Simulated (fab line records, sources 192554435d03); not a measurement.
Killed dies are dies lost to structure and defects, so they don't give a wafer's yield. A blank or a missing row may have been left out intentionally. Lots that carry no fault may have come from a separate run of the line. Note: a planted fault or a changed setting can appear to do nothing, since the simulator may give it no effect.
Which tool is to blame? || flow n5_finfet || 14 lots, 42 wafers sampled, at 6 steps of a route of 1938

## WHAT EACH GAUGE READ, for each wafer
N5_BEOL_M1_RS_MEAS_58: the measuring method here is four-point-probe. Usual: M1_RS typically reads 0.66 ohm/sq, with standard deviation 0.033.
{"lot": "L935", "measured": "day 6 16:06", "on": "film_metro-01", "M1_RS (ohm/sq)": "0.66 0.63 0.63", "flag": ""}
{"lot": "L936", "measured": "day 6 23:47", "on": "film_metro-01", "M1_RS (ohm/sq)": "0.76 0.62 0.67", "flag": ""}
{"lot": "L937", "measured": "day 7 04:13", "on": "film_metro-01", "M1_RS (ohm/sq)": "0.67 0.65 0.64", "flag": ""}
{"lot": "L938", "measured": "day 7 06:55", "on": "film_metro-01", "M1_RS (ohm/sq)": "0.71 0.68 0.69", "flag": ""}
{"lot": "L940", "measured": "day 7 17:40", "on": "film_metro-02", "M1_RS (ohm/sq)": "0.70 0.65 0.65", "flag": ""}
{"lot": "L942", "measured": "day 8 08:45", "on": "film_metro-02", "M1_RS (ohm/sq)": "0.66 0.62 0.62", "flag": ""}
{"lot": "L949", "measured": "day 10 04:17", "on": "film_metro-02", "M1_RS (ohm/sq)": "0.70 0.69 0.65", "flag": ""}
{"lot": "L950", "measured": "day 10 08:29", "on": "film_metro-01", "M1_RS (ohm/sq)": "0.65 0.62 0.67", "flag": ""}
{"lot": "L951", "measured": "day 10 11:28", "on": "film_metro-02", "M1_RS (ohm/sq)": "0.71 0.61 0.64", "flag": ""}
{"lot": "L953", "measured": "day 11 02:02", "on": "film_metro-02", "M1_RS (ohm/sq)": "0.62 0.63 0.60", "flag": ""}
{"lot": "L954", "measured": "day 11 08:06", "on": "film_metro-01", "M1_RS (ohm/sq)": "0.69 0.65 0.63", "flag": ""}
{"lot": "L956", "measured": "day 12 01:35", "on": "film_metro-02", "M1_RS (ohm/sq)": "0.68 0.60 0.65", "flag": ""}
{"lot": "L957", "measured": "day 12 06:16", "on": "film_metro-02", "M1_RS (ohm/sq)": "0.68 0.66 0.69", "flag": ""}
{"lot": "L958", "measured": "day 12 11:19", "on": "film_metro-02", "M1_RS (ohm/sq)": "0.66 0.62 0.61", "flag": ""}

N5_BEOL_M2_CD_MEAS_18: pitch 36 nm, target cd 18 nm. Usual: 18.05 nm for cd_nm, sd 0.29.
{"lot": "L935", "measured": "day 6 17:53", "on": "cd_sem-01", "cd_nm (nm)": "17.93 18.10 18.35", "flag": ""}
{"lot": "L936", "measured": "day 7 01:34", "on": "cd_sem-02", "cd_nm (nm)": "18.17 18.16 18.38", "flag": ""}
{"lot": "L937", "measured": "day 7 06:26", "on": "cd_sem-01", "cd_nm (nm)": "17.89 17.90 18.10", "flag": ""}
{"lot": "L938", "measured": "day 7 11:26", "on": "cd_sem-01", "cd_nm (nm)": "- - -", "flag": "OFF"}
{"lot": "L940", "measured": "day 7 20:34", "on": "cd_sem-01", "cd_nm (nm)": "- - -", "flag": "OFF"}
{"lot": "L942", "measured": "day 8 12:46", "on": "cd_sem-03", "cd_nm (nm)": "18.13 18.23 17.86", "flag": ""}
{"lot": "L949", "measured": "day 10 06:38", "on": "cd_sem-03", "cd_nm (nm)": "17.93 18.41 17.28", "flag": ""}
{"lot": "L950", "measured": "day 10 11:32", "on": "cd_sem-01", "cd_nm (nm)": "18.06 17.80 18.14", "flag": ""}
{"lot": "L951", "measured": "day 10 13:18", "on": "cd_sem-03", "cd_nm (nm)": "17.78 18.01 17.73", "flag": ""}
{"lot": "L953", "measured": "day 11 03:41", "on": "cd_sem-01", "cd_nm (nm)": "18.91 18.72 18.08", "flag": ""}
{"lot": "L954", "measured": "day 11 10:42", "on": "cd_sem-03", "cd_nm (nm)": "18.09 17.94 18.04", "flag": ""}
{"lot": "L956", "measured": "day 12 03:17", "on": "cd_sem-01", "cd_nm (nm)": "18.45 18.32 18.21", "flag": ""}
{"lot": "L957", "measured": "day 12 07:49", "on": "cd_sem-02", "cd_nm (nm)": "17.77 17.82 17.64", "flag": ""}
{"lot": "L958", "measured": "day 12 15:06", "on": "cd_sem-01", "cd_nm (nm)": "17.88 17.62 17.53", "flag": ""}

N5_BEOL_M4_RC_MEAS_101. Usual: DIBL_N 36.4 mV/V, standard deviation 1.5; DIBL_P 35.8 mV/V, standard deviation 1.7; IOFF_N 0.154 nA/um, standard deviation 0.022; IOFF_P 0.21 nA/um, standard deviation 0.031; ION_N 672 uA/um, standard deviation 8.8; ION_P 462 uA/um, standard deviation 7.2; SS_N 71.5 mV/dec, standard deviation 0.53; SS_P 73.2 mV/dec, standard deviation 0.62; VT_N 250.4 mV, standard deviation 2.5; VT_P -250 mV, standard deviation 3.5.
{"lot": "L935", "measured": "day 7 23:47", "on": "prober-02", "DIBL_N (mV/V)": "34.1 34.6 33.9", "DIBL_P (mV/V)": "33.9 33.9 33.5", "IOFF_N (nA/um)": "0.133 0.134 0.132", "IOFF_P (nA/um)": "0.19 0.19 0.19", "ION_N (uA/um)": "656 662 662", "ION_P (uA/um)": "460 461 458", "SS_N (mV/dec)": "71.0 71.0 71.2", "SS_P (mV/dec)": "72.6 72.5 71.9", "VT_N (mV)": "250.9 250.6 251.0", "VT_P (mV)": "-253 -251 -251", "flag": ""}
{"lot": "L936", "measured": "day 8 03:09", "on": "prober-01", "DIBL_N (mV/V)": "37.2 38.6 37.5", "DIBL_P (mV/V)": "36.9 38.1 36.5", "IOFF_N (nA/um)": "0.157 0.177 0.162", "IOFF_P (nA/um)": "0.24 0.26 0.23", "ION_N (uA/um)": "676 668 657", "ION_P (uA/um)": "464 462 459", "SS_N (mV/dec)": "71.4 71.9 71.5", "SS_P (mV/dec)": "73.3 73.2 73.3", "VT_N (mV)": "248.2 253.6 249.9", "VT_P (mV)": "-248 -247 -248", "flag": ""}
{"lot": "L937", "measured": "day 8 08:09", "on": "prober-02", "DIBL_N (mV/V)": "39.1 37.0 38.7", "DIBL_P (mV/V)": "37.5 35.0 37.1", "IOFF_N (nA/um)": "0.180 0.145 0.173", "IOFF_P (nA/um)": "0.20 0.17 0.19", "ION_N (uA/um)": "663 666 667", "ION_P (uA/um)": "450 451 459", "SS_N (mV/dec)": "72.1 71.4 71.7", "SS_P (mV/dec)": "74.1 73.2 73.4", "VT_N (mV)": "247.2 251.9 249.3", "VT_P (mV)": "-253 -254 -253", "flag": ""}
{"lot": "L942", "measured": "day 10 07:44", "on": "prober-02", "DIBL_N (mV/V)": "36.9 35.0 33.3", "DIBL_P (mV/V)": "35.8 32.7 30.2", "IOFF_N (nA/um)": "0.173 0.126 0.109", "IOFF_P (nA/um)": "0.23 0.18 0.15", "ION_N (uA/um)": "685 672 667", "ION_P (uA/um)": "470 463 459", "SS_N (mV/dec)": "71.2 71.3 70.4", "SS_P (mV/dec)": "73.4 73.2 71.5", "VT_N (mV)": "246.9 252.6 251.0", "VT_P (mV)": "-246 -253 -253", "flag": ""}
{"lot": "L949", "measured": "day 12 03:29", "on": "prober-01", "DIBL_N (mV/V)": "34.0 36.8 38.0", "DIBL_P (mV/V)": "32.8 36.6 38.7", "IOFF_N (nA/um)": "0.113 0.164 0.192", "IOFF_P (nA/um)": "0.14 0.19 0.22", "ION_N (uA/um)": "661 675 672", "ION_P (uA/um)": "452 455 452", "SS_N (mV/dec)": "70.9 72.1 72.7", "SS_P (mV/dec)": "72.7 72.6 73.5", "VT_N (mV)": "255.3 250.1 247.2", "VT_P (mV)": "-260 -254 -254", "flag": ""}
{"lot": "L950", "measured": "day 12 19:08", "on": "prober-01", "DIBL_N (mV/V)": "35.9 34.9 35.6", "DIBL_P (mV/V)": "36.6 36.3 36.3", "IOFF_N (nA/um)": "0.159 0.158 0.160", "IOFF_P (nA/um)": "0.20 0.21 0.20", "ION_N (uA/um)": "665 678 676", "ION_P (uA/um)": "456 465 460", "SS_N (mV/dec)": "72.0 70.8 71.3", "SS_P (mV/dec)": "73.6 73.4 73.5", "VT_N (mV)": "249.8 247.3 253.7", "VT_P (mV)": "-255 -250 -251", "flag": ""}
{"lot": "L951", "measured": "day 12 18:56", "on": "prober-02", "DIBL_N (mV/V)": "33.1 35.5 35.6", "DIBL_P (mV/V)": "33.4 35.7 35.9", "IOFF_N (nA/um)": "0.123 0.154 0.161", "IOFF_P (nA/um)": "0.19 0.22 0.23", "ION_N (uA/um)": "674 674 662", "ION_P (uA/um)": "468 465 465", "SS_N (mV/dec)": "70.9 71.4 71.3", "SS_P (mV/dec)": "72.5 73.0 72.5", "VT_N (mV)": "250.5 248.8 248.0", "VT_P (mV)": "-251 -247 -248", "flag": ""}
{"lot": "L953", "measured": "day 12 23:16", "on": "prober-01", "DIBL_N (mV/V)": "35.4 38.2 38.8", "DIBL_P (mV/V)": "35.9 39.0 39.3", "IOFF_N (nA/um)": "0.148 0.212 0.219", "IOFF_P (nA/um)": "0.21 0.28 0.29", "ION_N (uA/um)": "682 695 686", "ION_P (uA/um)": "465 480 467", "SS_N (mV/dec)": "70.6 71.5 71.9", "SS_P (mV/dec)": "73.6 73.9 73.8", "VT_N (mV)": "249.6 244.6 246.8", "VT_P (mV)": "-249 -244 -241", "flag": ""}
{"lot": "L954", "measured": "day 13 00:23", "on": "prober-01", "DIBL_N (mV/V)": "35.8 36.6 36.8", "DIBL_P (mV/V)": "34.6 36.0 36.4", "IOFF_N (nA/um)": "0.141 0.164 0.162", "IOFF_P (nA/um)": "0.18 0.19 0.20", "ION_N (uA/um)": "670 681 674", "ION_P (uA/um)": "459 462 466", "SS_N (mV/dec)": "71.2 71.5 72.1", "SS_P (mV/dec)": "71.9 72.6 73.2", "VT_N (mV)": "251.1 250.5 250.2", "VT_P (mV)": "-251 -250 -251", "flag": ""}
{"lot": "L956", "measured": "day 13 09:31", "on": "prober-02", "DIBL_N (mV/V)": "36.4 37.1 34.9", "DIBL_P (mV/V)": "36.2 37.2 35.0", "IOFF_N (nA/um)": "0.147 0.164 0.129", "IOFF_P (nA/um)": "0.24 0.26 0.23", "ION_N (uA/um)": "668 676 668", "ION_P (uA/um)": "468 473 471", "SS_N (mV/dec)": "71.5 72.2 71.3", "SS_P (mV/dec)": "73.6 72.9 73.0", "VT_N (mV)": "252.1 247.9 251.7", "VT_P (mV)": "-247 -245 -245", "flag": ""}
{"lot": "L957", "measured": "day 13 12:50", "on": "prober-01", "DIBL_N (mV/V)": "35.1 36.8 36.6", "DIBL_P (mV/V)": "33.8 36.1 35.9", "IOFF_N (nA/um)": "0.138 0.174 0.166", "IOFF_P (nA/um)": "0.20 0.25 0.23", "ION_N (uA/um)": "674 677 688", "ION_P (uA/um)": "470 461 474", "SS_N (mV/dec)": "71.1 72.0 71.8", "SS_P (mV/dec)": "72.7 73.0 73.3", "VT_N (mV)": "249.0 248.0 248.0", "VT_P (mV)": "-247 -247 -248", "flag": ""}
{"lot": "L958", "measured": "day 14 10:36", "on": "prober-02", "DIBL_N (mV/V)": "36.9 37.7 37.4", "DIBL_P (mV/V)": "35.3 36.1 35.3", "IOFF_N (nA/um)": "0.148 0.170 0.148", "IOFF_P (nA/um)": "0.20 0.21 0.19", "ION_N (uA/um)": "680 679 672", "ION_P (uA/um)": "458 459 461", "SS_N (mV/dec)": "70.7 72.0 71.9", "SS_P (mV/dec)": "72.9 73.4 72.2", "VT_N (mV)": "251.6 249.5 249.1", "VT_P (mV)": "-250 -251 -251", "flag": ""}

## EACH LOT AND THE TOOL THAT RAN IT (in order: tool; ch and the chambers of the sampled wafers; start)
{"lot": "L935", "N5_BEOL_M2_PECVD_72": "pecvd-03 ch 1,2, day 6 16:16", "N5_BEOL_M2_ETCH_64": "rie_diel-01 ch 0,1, day 6 17:31", "N5_BEOL_M2_HM_OPEN_17": "rie_metal-02 ch 0,1, day 6 17:43"}
{"lot": "L936", "N5_BEOL_M2_PECVD_72": "pecvd-01 ch 1,2, day 6 23:58", "N5_BEOL_M2_ETCH_64": "rie_diel-02 ch 1,3, day 7 01:13", "N5_BEOL_M2_HM_OPEN_17": "rie_metal-01 ch 0,1, day 7 01:23"}
{"lot": "L937", "N5_BEOL_M2_PECVD_72": "pecvd-03 ch 0,1,2, day 7 04:23", "N5_BEOL_M2_ETCH_64": "rie_diel-01 ch 0,1,2, day 7 06:04", "N5_BEOL_M2_HM_OPEN_17": "rie_metal-02 ch 0,1, day 7 06:15"}
{"lot": "L938", "N5_BEOL_M2_PECVD_72": "pecvd-03 ch 0,1, day 7 07:05", "N5_BEOL_M2_ETCH_64": "rie_diel-02 ch 1,2,3, day 7 11:05", "N5_BEOL_M2_HM_OPEN_17": "rie_metal-01 ch 0,1, day 7 11:16"}
{"lot": "L940", "N5_BEOL_M2_PECVD_72": "pecvd-03 ch 0,1, day 7 17:49", "N5_BEOL_M2_ETCH_64": "rie_diel-06 ch 0,2,3, day 7 20:12", "N5_BEOL_M2_HM_OPEN_17": "rie_metal-03 ch 0,1, day 7 20:23"}
{"lot": "L942", "N5_BEOL_M2_PECVD_72": "pecvd-01 ch 0,1, day 8 08:56", "N5_BEOL_M2_ETCH_64": "rie_diel-06 ch 0,1,2, day 8 12:20", "N5_BEOL_M2_HM_OPEN_17": "rie_metal-03 ch 0,1, day 8 12:30"}
{"lot": "L949", "N5_BEOL_M2_PECVD_72": "pecvd-03 ch 0,1, day 10 04:27", "N5_BEOL_M2_ETCH_64": "rie_diel-06 ch 0,2,3, day 10 06:02", "N5_BEOL_M2_HM_OPEN_17": "rie_metal-02 ch 0,1, day 10 06:13"}
{"lot": "L950", "N5_BEOL_M2_PECVD_72": "pecvd-03 ch 0,1, day 10 08:42", "N5_BEOL_M2_ETCH_64": "rie_diel-06 ch 0,3, day 10 11:11", "N5_BEOL_M2_HM_OPEN_17": "rie_metal-02 ch 0,1, day 10 11:22"}
{"lot": "L951", "N5_BEOL_M2_PECVD_72": "pecvd-01 ch 0,1,2, day 10 11:37", "N5_BEOL_M2_ETCH_64": "rie_diel-01 ch 1,2,3, day 10 12:57", "N5_BEOL_M2_HM_OPEN_17": "rie_metal-03 ch 0,1, day 10 13:07"}
{"lot": "L953", "N5_BEOL_M2_PECVD_72": "pecvd-03 ch 0,1,2, day 11 02:14", "N5_BEOL_M2_ETCH_64": "rie_diel-02 ch 0,1,3, day 11 03:21", "N5_BEOL_M2_HM_OPEN_17": "rie_metal-03 ch 0,1, day 11 03:31"}
{"lot": "L954", "N5_BEOL_M2_PECVD_72": "pecvd-02 ch 0,1, day 11 08:17", "N5_BEOL_M2_ETCH_64": "rie_diel-01 ch 1,2, day 11 10:20", "N5_BEOL_M2_HM_OPEN_17": "rie_metal-01 ch 0,1, day 11 10:31"}
{"lot": "L956", "N5_BEOL_M2_PECVD_72": "pecvd-02 ch 0,2, day 12 01:46", "N5_BEOL_M2_ETCH_64": "rie_diel-02 ch 0,1,3, day 12 02:55", "N5_BEOL_M2_HM_OPEN_17": "rie_metal-01 ch 0,1, day 12 03:05"}
{"lot": "L957", "N5_BEOL_M2_PECVD_72": "pecvd-01 ch 0,1,2, day 12 06:27", "N5_BEOL_M2_ETCH_64": "rie_diel-01 ch 0,1,2, day 12 07:28", "N5_BEOL_M2_HM_OPEN_17": "rie_metal-02 ch 0,1, day 12 07:38"}
{"lot": "L958", "N5_BEOL_M2_PECVD_72": "pecvd-02 ch 0,1, day 12 11:29", "N5_BEOL_M2_ETCH_64": "rie_diel-06 ch 1,2,3, day 12 14:41", "N5_BEOL_M2_HM_OPEN_17": "rie_metal-03 ch 0,1, day 12 14:52"}
- N5_BEOL_M2_PECVD_72: deposits SiO2 from TEOS/O2, target thk 16 nm, time 18 s.
- N5_BEOL_M2_ETCH_64: etches SOC in N2/H2, target depth 75 nm, overetch 22.5 nm, time 121.9 s.
- N5_BEOL_M2_HM_OPEN_17: chemistry Cl2/BCl3, target TiN, target depth 20 nm, overetch 6 nm.

## AS READ BY THE TOOLS THEMSELVES (means over the sampled wafers that have a number; for cases with no such wafer, the mark the record gives instead)
N5_BEOL_M2_PECVD_72. Usual: heater_power_outer_w 431 W, standard deviation 63; heater_power_w 726 W, standard deviation 91; showerhead_plenum_p_Torr 8.74 Torr, standard deviation 0.061; showerhead_vpp_V 1331 V, standard deviation 62; throttle_valve_pct 22.3 %, standard deviation 0.75.
{"lot": "L935", "tool": "pecvd-03", "heater_power_outer_w (W)": 474, "heater_power_w (W)": 785, "showerhead_plenum_p_Torr (Torr)": 8.75, "showerhead_vpp_V (V)": 1371, "throttle_valve_pct (%)": 21.8, "flag": ""}
{"lot": "L936", "tool": "pecvd-01", "heater_power_outer_w (W)": 351, "heater_power_w (W)": 629, "showerhead_plenum_p_Torr (Torr)": 8.71, "showerhead_vpp_V (V)": 1314, "throttle_valve_pct (%)": 22.3, "flag": ""}
{"lot": "L937", "tool": "pecvd-03", "heater_power_outer_w (W)": 386, "heater_power_w (W)": 659, "showerhead_plenum_p_Torr (Torr)": 8.79, "showerhead_vpp_V (V)": 1377, "throttle_valve_pct (%)": 22.2, "flag": ""}
{"lot": "L938", "tool": "pecvd-03", "heater_power_outer_w (W)": 398, "heater_power_w (W)": 669, "showerhead_plenum_p_Torr (Torr)": 8.78, "showerhead_vpp_V (V)": 1372, "throttle_valve_pct (%)": 22.7, "flag": ""}
{"lot": "L940", "tool": "pecvd-03", "heater_power_outer_w (W)": 405, "heater_power_w (W)": 675, "showerhead_plenum_p_Torr (Torr)": 8.78, "showerhead_vpp_V (V)": 1378, "throttle_valve_pct (%)": 22.6, "flag": ""}
{"lot": "L942", "tool": "pecvd-01", "heater_power_outer_w (W)": 385, "heater_power_w (W)": 651, "showerhead_plenum_p_Torr (Torr)": 8.62, "showerhead_vpp_V (V)": 1260, "throttle_valve_pct (%)": 22.3, "flag": ""}
{"lot": "L949", "tool": "pecvd-03", "heater_power_outer_w (W)": 439, "heater_power_w (W)": 752, "showerhead_plenum_p_Torr (Torr)": 8.78, "showerhead_vpp_V (V)": 1381, "throttle_valve_pct (%)": 22.4, "flag": ""}
{"lot": "L950", "tool": "pecvd-03", "heater_power_outer_w (W)": 458, "heater_power_w (W)": 758, "showerhead_plenum_p_Torr (Torr)": 8.77, "showerhead_vpp_V (V)": 1382, "throttle_valve_pct (%)": 22.4, "flag": ""}
{"lot": "L951", "tool": "pecvd-01", "heater_power_outer_w (W)": 427, "heater_power_w (W)": 721, "showerhead_plenum_p_Torr (Torr)": 8.67, "showerhead_vpp_V (V)": 1284, "throttle_valve_pct (%)": 22.5, "flag": ""}
{"lot": "L953", "tool": "pecvd-03", "heater_power_outer_w (W)": 473, "heater_power_w (W)": 764, "showerhead_plenum_p_Torr (Torr)": 8.76, "showerhead_vpp_V (V)": 1382, "throttle_valve_pct (%)": 21.8, "flag": ""}
{"lot": "L954", "tool": "pecvd-02", "heater_power_outer_w (W)": 463, "heater_power_w (W)": 812, "showerhead_plenum_p_Torr (Torr)": 8.77, "showerhead_vpp_V (V)": 1342, "throttle_valve_pct (%)": 22.8, "flag": ""}
{"lot": "L956", "tool": "pecvd-02", "heater_power_outer_w (W)": 474, "heater_power_w (W)": 770, "showerhead_plenum_p_Torr (Torr)": 8.76, "showerhead_vpp_V (V)": 1291, "throttle_valve_pct (%)": 22.5, "flag": ""}
{"lot": "L957", "tool": "pecvd-01", "heater_power_outer_w (W)": 423, "heater_power_w (W)": 732, "showerhead_plenum_p_Torr (Torr)": 8.67, "showerhead_vpp_V (V)": 1277, "throttle_valve_pct (%)": 21.7, "flag": ""}
{"lot": "L958", "tool": "pecvd-02", "heater_power_outer_w (W)": 489, "heater_power_w (W)": 829, "showerhead_plenum_p_Torr (Torr)": 8.76, "showerhead_vpp_V (V)": 1305, "throttle_valve_pct (%)": 22.9, "flag": ""}

N5_BEOL_M2_ETCH_64. Usual: drypump_motor_current_A 5.6 A, standard deviation 0.46; oes_product_au 0.60 a.u., standard deviation 0.063; rf_vpp_V 524 V, standard deviation 3.6; showerhead_plenum_p_Torr 2.54 Torr, standard deviation 0.12; throttle_valve_pct 17.90 %, standard deviation 0.2.
{"lot": "L935", "tool": "rie_diel-01", "drypump_motor_current_A (A)": 5.2, "oes_product_au (a.u.)": 0.58, "rf_vpp_V (V)": 521, "showerhead_plenum_p_Torr (Torr)": 2.45, "throttle_valve_pct (%)": 17.98, "flag": ""}
{"lot": "L936", "tool": "rie_diel-02", "drypump_motor_current_A (A)": 5.5, "oes_product_au (a.u.)": 0.61, "rf_vpp_V (V)": 527, "showerhead_plenum_p_Torr (Torr)": 2.64, "throttle_valve_pct (%)": 17.94, "flag": ""}
{"lot": "L937", "tool": "rie_diel-01", "drypump_motor_current_A (A)": 5.1, "oes_product_au (a.u.)": 0.57, "rf_vpp_V (V)": 519, "showerhead_plenum_p_Torr (Torr)": 2.40, "throttle_valve_pct (%)": 17.99, "flag": ""}
{"lot": "L938", "tool": "rie_diel-02", "drypump_motor_current_A (A)": 5.5, "oes_product_au (a.u.)": 0.57, "rf_vpp_V (V)": 525, "showerhead_plenum_p_Torr (Torr)": 2.58, "throttle_valve_pct (%)": 17.92, "flag": ""}
{"lot": "L940", "tool": "rie_diel-06", "drypump_motor_current_A (A)": 5.9, "oes_product_au (a.u.)": 0.62, "rf_vpp_V (V)": 525, "showerhead_plenum_p_Torr (Torr)": 2.57, "throttle_valve_pct (%)": 17.79, "flag": ""}
{"lot": "L942", "tool": "rie_diel-06", "drypump_motor_current_A (A)": 5.9, "oes_product_au (a.u.)": 0.63, "rf_vpp_V (V)": 527, "showerhead_plenum_p_Torr (Torr)": 2.64, "throttle_valve_pct (%)": 17.89, "flag": ""}
{"lot": "L949", "tool": "rie_diel-06", "drypump_motor_current_A (A)": 5.9, "oes_product_au (a.u.)": 0.60, "rf_vpp_V (V)": 524, "showerhead_plenum_p_Torr (Torr)": 2.56, "throttle_valve_pct (%)": 17.81, "flag": ""}
{"lot": "L950", "tool": "rie_diel-06", "drypump_motor_current_A (A)": 5.8, "oes_product_au (a.u.)": 0.63, "rf_vpp_V (V)": 526, "showerhead_plenum_p_Torr (Torr)": 2.61, "throttle_valve_pct (%)": 17.68, "flag": ""}
{"lot": "L951", "tool": "rie_diel-01", "drypump_motor_current_A (A)": 5.3, "oes_product_au (a.u.)": 0.61, "rf_vpp_V (V)": 521, "showerhead_plenum_p_Torr (Torr)": 2.45, "throttle_valve_pct (%)": 17.96, "flag": ""}
{"lot": "L953", "tool": "rie_diel-02", "drypump_motor_current_A (A)": 5.7, "oes_product_au (a.u.)": 0.57, "rf_vpp_V (V)": 526, "showerhead_plenum_p_Torr (Torr)": 2.61, "throttle_valve_pct (%)": 17.98, "flag": ""}
{"lot": "L954", "tool": "rie_diel-01", "drypump_motor_current_A (A)": 5.0, "oes_product_au (a.u.)": 0.55, "rf_vpp_V (V)": 518, "showerhead_plenum_p_Torr (Torr)": 2.36, "throttle_valve_pct (%)": 18.09, "flag": ""}
{"lot": "L956", "tool": "rie_diel-02", "drypump_motor_current_A (A)": 5.7, "oes_product_au (a.u.)": 0.57, "rf_vpp_V (V)": 526, "showerhead_plenum_p_Torr (Torr)": 2.61, "throttle_valve_pct (%)": 17.98, "flag": ""}
{"lot": "L957", "tool": "rie_diel-01", "drypump_motor_current_A (A)": 5.1, "oes_product_au (a.u.)": 0.61, "rf_vpp_V (V)": 523, "showerhead_plenum_p_Torr (Torr)": 2.49, "throttle_valve_pct (%)": 17.92, "flag": ""}
{"lot": "L958", "tool": "rie_diel-06", "drypump_motor_current_A (A)": 6.2, "oes_product_au (a.u.)": 0.61, "rf_vpp_V (V)": 524, "showerhead_plenum_p_Torr (Torr)": 2.56, "throttle_valve_pct (%)": 17.91, "flag": ""}

N5_BEOL_M2_HM_OPEN_17. Usual: bcl3_flow_sccm 21.76 sccm, standard deviation 0.061; bias_w 126.0 W, standard deviation 0.36; drypump_motor_current_A 5.82 A, standard deviation 0.17; oes_ar_750_au 0.81 a.u., standard deviation 0.11; oes_product_au 0.70 a.u., standard deviation 0.089; throttle_valve_pct 22.1 %, standard deviation 0.31.
{"lot": "L935", "tool": "rie_metal-02", "bcl3_flow_sccm (sccm)": 21.75, "bias_w (W)": 125.8, "drypump_motor_current_A (A)": 5.92, "oes_ar_750_au (a.u.)": 0.72, "oes_product_au (a.u.)": 0.61, "throttle_valve_pct (%)": 22.2, "flag": ""}
{"lot": "L936", "tool": "rie_metal-01", "bcl3_flow_sccm (sccm)": 21.74, "bias_w (W)": 126.1, "drypump_motor_current_A (A)": 5.87, "oes_ar_750_au (a.u.)": 0.80, "oes_product_au (a.u.)": 0.68, "throttle_valve_pct (%)": 22.1, "flag": ""}
{"lot": "L937", "tool": "rie_metal-02", "bcl3_flow_sccm (sccm)": 21.83, "bias_w (W)": 126.2, "drypump_motor_current_A (A)": 6.00, "oes_ar_750_au (a.u.)": 0.81, "oes_product_au (a.u.)": 0.71, "throttle_valve_pct (%)": 22.0, "flag": ""}
{"lot": "L938", "tool": "rie_metal-01", "bcl3_flow_sccm (sccm)": "-", "bias_w (W)": "-", "drypump_motor_current_A (A)": "-", "oes_ar_750_au (a.u.)": "-", "oes_product_au (a.u.)": "-", "throttle_valve_pct (%)": "-", "flag": "OFF"}
{"lot": "L940", "tool": "rie_metal-03", "bcl3_flow_sccm (sccm)": "-", "bias_w (W)": "-", "drypump_motor_current_A (A)": "-", "oes_ar_750_au (a.u.)": "-", "oes_product_au (a.u.)": "-", "throttle_valve_pct (%)": "-", "flag": "OFF"}
{"lot": "L942", "tool": "rie_metal-03", "bcl3_flow_sccm (sccm)": 21.77, "bias_w (W)": 126.2, "drypump_motor_current_A (A)": 5.75, "oes_ar_750_au (a.u.)": 0.84, "oes_product_au (a.u.)": 0.73, "throttle_valve_pct (%)": 21.9, "flag": ""}
{"lot": "L949", "tool": "rie_metal-02", "bcl3_flow_sccm (sccm)": 21.79, "bias_w (W)": 126.1, "drypump_motor_current_A (A)": 5.90, "oes_ar_750_au (a.u.)": 0.96, "oes_product_au (a.u.)": 0.81, "throttle_valve_pct (%)": 21.9, "flag": ""}
{"lot": "L950", "tool": "rie_metal-02", "bcl3_flow_sccm (sccm)": 21.76, "bias_w (W)": 125.9, "drypump_motor_current_A (A)": 5.91, "oes_ar_750_au (a.u.)": 0.95, "oes_product_au (a.u.)": 0.81, "throttle_valve_pct (%)": 21.9, "flag": ""}
{"lot": "L951", "tool": "rie_metal-03", "bcl3_flow_sccm (sccm)": 21.68, "bias_w (W)": 125.7, "drypump_motor_current_A (A)": 5.66, "oes_ar_750_au (a.u.)": 0.82, "oes_product_au (a.u.)": 0.70, "throttle_valve_pct (%)": 22.2, "flag": ""}
{"lot": "L953", "tool": "rie_metal-03", "bcl3_flow_sccm (sccm)": 21.81, "bias_w (W)": 126.2, "drypump_motor_current_A (A)": 5.66, "oes_ar_750_au (a.u.)": 0.81, "oes_product_au (a.u.)": 0.69, "throttle_valve_pct (%)": 22.2, "flag": ""}
{"lot": "L954", "tool": "rie_metal-01", "bcl3_flow_sccm (sccm)": 21.85, "bias_w (W)": 125.6, "drypump_motor_current_A (A)": 5.76, "oes_ar_750_au (a.u.)": 0.71, "oes_product_au (a.u.)": 0.60, "throttle_valve_pct (%)": 22.3, "flag": ""}
{"lot": "L956", "tool": "rie_metal-01", "bcl3_flow_sccm (sccm)": 21.75, "bias_w (W)": 125.6, "drypump_motor_current_A (A)": 5.75, "oes_ar_750_au (a.u.)": 0.71, "oes_product_au (a.u.)": 0.60, "throttle_valve_pct (%)": 22.3, "flag": ""}
{"lot": "L957", "tool": "rie_metal-02", "bcl3_flow_sccm (sccm)": 21.71, "bias_w (W)": 125.8, "drypump_motor_current_A (A)": 5.97, "oes_ar_750_au (a.u.)": 0.88, "oes_product_au (a.u.)": 0.76, "throttle_valve_pct (%)": 22.0, "flag": ""}
{"lot": "L958", "tool": "rie_metal-03", "bcl3_flow_sccm (sccm)": 21.76, "bias_w (W)": 125.9, "drypump_motor_current_A (A)": 5.76, "oes_ar_750_au (a.u.)": 0.80, "oes_product_au (a.u.)": 0.70, "throttle_valve_pct (%)": 21.9, "flag": ""}

## THE ANSWER, worked out from the rows above alone
Rule: lot off if the mean of its wafers having a number is beyond 3 standard deviations from the usual mean. A lot without any number at a reading at which 4 lots or more have one is off too. All remaining lots with rows at the step are treated as sound. The gauges are gone through in route order, then the tools' own readings, and for those a lot's mean is taken as printed above. At the first step where some lot is off, the reading lying furthest off is the one used; lots without a number count as furthest.
Off, at N5_BEOL_M2_CD_MEAS_18 on cd_nm: L938, L940. Without a number there: L938, L940.
A tool fits if, at a process step before that reading, it ran every lot that is off, and no sound lot after the first of them. The gauges at N5_BEOL_M2_CD_MEAS_18 aren't tried: what is off there is off at N5_BEOL_M2_HM_OPEN_17 too, on other tools, and a gauge's error can't cause that. No candidate that was tried fits.

## WHAT HAD BEEN PUT IN BY THE SIMULATOR
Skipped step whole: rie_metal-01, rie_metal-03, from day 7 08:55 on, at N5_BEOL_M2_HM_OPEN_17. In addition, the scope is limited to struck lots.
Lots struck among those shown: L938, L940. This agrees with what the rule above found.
